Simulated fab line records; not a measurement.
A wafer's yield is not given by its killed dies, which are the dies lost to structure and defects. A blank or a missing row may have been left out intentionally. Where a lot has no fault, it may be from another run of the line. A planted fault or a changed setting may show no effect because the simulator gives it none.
Chamber matching / flow n5_finfet / N5_DUMMY_GATE_DESCUM_20 on rie_diel-04 has 4 sister chambers
The step chemistry O2, time 6.2 s. 22 wafers are shown with their chamber, then 11 later ones without.

== EACH WAFER AND ITS CHAMBER ==
wafer=L074.4; chamber=0; drypump_motor_current_A (A)=5.1; throttle_valve_pct (%)=20.23; showerhead_plenum_p_Torr (Torr)=2.00
wafer=L074.5; chamber=2; drypump_motor_current_A (A)=6.3; throttle_valve_pct (%)=20.66; showerhead_plenum_p_Torr (Torr)=2.09
wafer=L074.6; chamber=3; drypump_motor_current_A (A)=6.1; throttle_valve_pct (%)=20.40; showerhead_plenum_p_Torr (Torr)=2.04
wafer=L076.1; chamber=2; drypump_motor_current_A (A)=6.3; throttle_valve_pct (%)=20.66; showerhead_plenum_p_Torr (Torr)=2.09
wafer=L076.3; chamber=0; drypump_motor_current_A (A)=5.1; throttle_valve_pct (%)=20.23; showerhead_plenum_p_Torr (Torr)=1.99
wafer=L076.4; chamber=1; drypump_motor_current_A (A)=5.0; throttle_valve_pct (%)=20.40; showerhead_plenum_p_Torr (Torr)=2.02
wafer=L077.2; chamber=3; drypump_motor_current_A (A)=6.1; throttle_valve_pct (%)=20.41; showerhead_plenum_p_Torr (Torr)=2.03
wafer=L077.4; chamber=0; drypump_motor_current_A (A)=5.1; throttle_valve_pct (%)=20.24; showerhead_plenum_p_Torr (Torr)=1.99
wafer=L077.5; chamber=3; drypump_motor_current_A (A)=6.1; throttle_valve_pct (%)=20.40; showerhead_plenum_p_Torr (Torr)=2.03
wafer=L078.1; chamber=3; drypump_motor_current_A (A)=6.1; throttle_valve_pct (%)=20.41; showerhead_plenum_p_Torr (Torr)=2.03
wafer=L078.2; chamber=1; drypump_motor_current_A (A)=5.0; throttle_valve_pct (%)=20.41; showerhead_plenum_p_Torr (Torr)=2.01
wafer=L078.4; chamber=2; drypump_motor_current_A (A)=6.3; throttle_valve_pct (%)=20.68; showerhead_plenum_p_Torr (Torr)=2.09
wafer=L080.1; chamber=0; drypump_motor_current_A (A)=5.1; throttle_valve_pct (%)=20.24; showerhead_plenum_p_Torr (Torr)=1.99
wafer=L080.5; chamber=3; drypump_motor_current_A (A)=6.0; throttle_valve_pct (%)=20.41; showerhead_plenum_p_Torr (Torr)=2.03
wafer=L080.6; chamber=2; drypump_motor_current_A (A)=6.3; throttle_valve_pct (%)=20.66; showerhead_plenum_p_Torr (Torr)=2.08
wafer=L081.2; chamber=1; drypump_motor_current_A (A)=5.0; throttle_valve_pct (%)=20.41; showerhead_plenum_p_Torr (Torr)=2.01
wafer=L081.3; chamber=0; drypump_motor_current_A (A)=5.1; throttle_valve_pct (%)=20.26; showerhead_plenum_p_Torr (Torr)=1.99
wafer=L081.5; chamber=3; drypump_motor_current_A (A)=6.0; throttle_valve_pct (%)=20.42; showerhead_plenum_p_Torr (Torr)=2.03
wafer=L084.1; chamber=1; drypump_motor_current_A (A)=5.0; throttle_valve_pct (%)=20.42; showerhead_plenum_p_Torr (Torr)=2.01
wafer=L084.2; chamber=3; drypump_motor_current_A (A)=6.1; throttle_valve_pct (%)=20.42; showerhead_plenum_p_Torr (Torr)=2.03
wafer=L084.4; chamber=0; drypump_motor_current_A (A)=5.1; throttle_valve_pct (%)=20.25; showerhead_plenum_p_Torr (Torr)=1.99
wafer=L087.3; chamber=3; drypump_motor_current_A (A)=6.1; throttle_valve_pct (%)=20.42; showerhead_plenum_p_Torr (Torr)=2.03

SIGNATURES (averages over the wafers above)
reading=drypump_motor_current_A; chamber 0=5.100; chamber 1=5.000; chamber 2=6.300; chamber 3=6.075; scatter within a chamber=0.0289
reading=throttle_valve_pct; chamber 0=20.2417; chamber 1=20.4100; chamber 2=20.6650; chamber 3=20.4112; scatter within a chamber=0.00963
reading=showerhead_plenum_p_Torr; chamber 0=1.9917; chamber 1=2.0125; chamber 2=2.0875; chamber 3=2.0312; scatter within a chamber=0.00422
Rule: distance of a wafer from a chamber = root of the sum over the readings of ((wafer's reading minus chamber's mean) / reading's scatter) squared. The wafer belongs to the nearest chamber; if the next one is less than 2 further off, it can't be placed. The scatter is the square root of a quotient: the sum, over the shown wafers, of each reading's squared deviation from its chamber's mean, divided by wafers minus chambers.

== WAFERS MISSING THEIR CHAMBER ==
wafer=L087.4; drypump_motor_current_A (A)=6.2; throttle_valve_pct (%)=20.69; showerhead_plenum_p_Torr (Torr)=2.08
wafer=L087.6; drypump_motor_current_A (A)=6.1; throttle_valve_pct (%)=20.44; showerhead_plenum_p_Torr (Torr)=2.03
wafer=L088.3; drypump_motor_current_A (A)=5.0; throttle_valve_pct (%)=20.44; showerhead_plenum_p_Torr (Torr)=2.01
wafer=L088.5; drypump_motor_current_A (A)=5.1; throttle_valve_pct (%)=20.29; showerhead_plenum_p_Torr (Torr)=1.99
wafer=L088.6; drypump_motor_current_A (A)=5.0; throttle_valve_pct (%)=20.42; showerhead_plenum_p_Torr (Torr)=2.01
wafer=L091.1; drypump_motor_current_A (A)=5.1; throttle_valve_pct (%)=20.27; showerhead_plenum_p_Torr (Torr)=1.99
wafer=L091.4; drypump_motor_current_A (A)=6.3; throttle_valve_pct (%)=20.69; showerhead_plenum_p_Torr (Torr)=2.08
wafer=L091.5; drypump_motor_current_A (A)=6.3; throttle_valve_pct (%)=20.70; showerhead_plenum_p_Torr (Torr)=2.08
wafer=L096.1; drypump_motor_current_A (A)=6.1; throttle_valve_pct (%)=20.45; showerhead_plenum_p_Torr (Torr)=2.02
wafer=L096.2; drypump_motor_current_A (A)=5.1; throttle_valve_pct (%)=20.30; showerhead_plenum_p_Torr (Torr)=1.98
wafer=L096.6; drypump_motor_current_A (A)=6.2; throttle_valve_pct (%)=20.71; showerhead_plenum_p_Torr (Torr)=2.07

== EACH ONE'S CHAMBER ==
wafer=L087.4; from the rows above=2; in truth=2
wafer=L087.6; from the rows above=3; in truth=3
wafer=L088.3; from the rows above=1; in truth=1
wafer=L088.5; from the rows above=0; in truth=0
wafer=L088.6; from the rows above=1; in truth=1
wafer=L091.1; from the rows above=0; in truth=0
wafer=L091.4; from the rows above=2; in truth=2
wafer=L091.5; from the rows above=2; in truth=2
wafer=L096.1; from the rows above=3; in truth=3
wafer=L096.2; from the rows above=0; in truth=0
wafer=L096.6; from the rows above=2; in truth=2
11 of 11 placed correctly. Can't be placed from these rows: 0. Placed wrongly: 0.
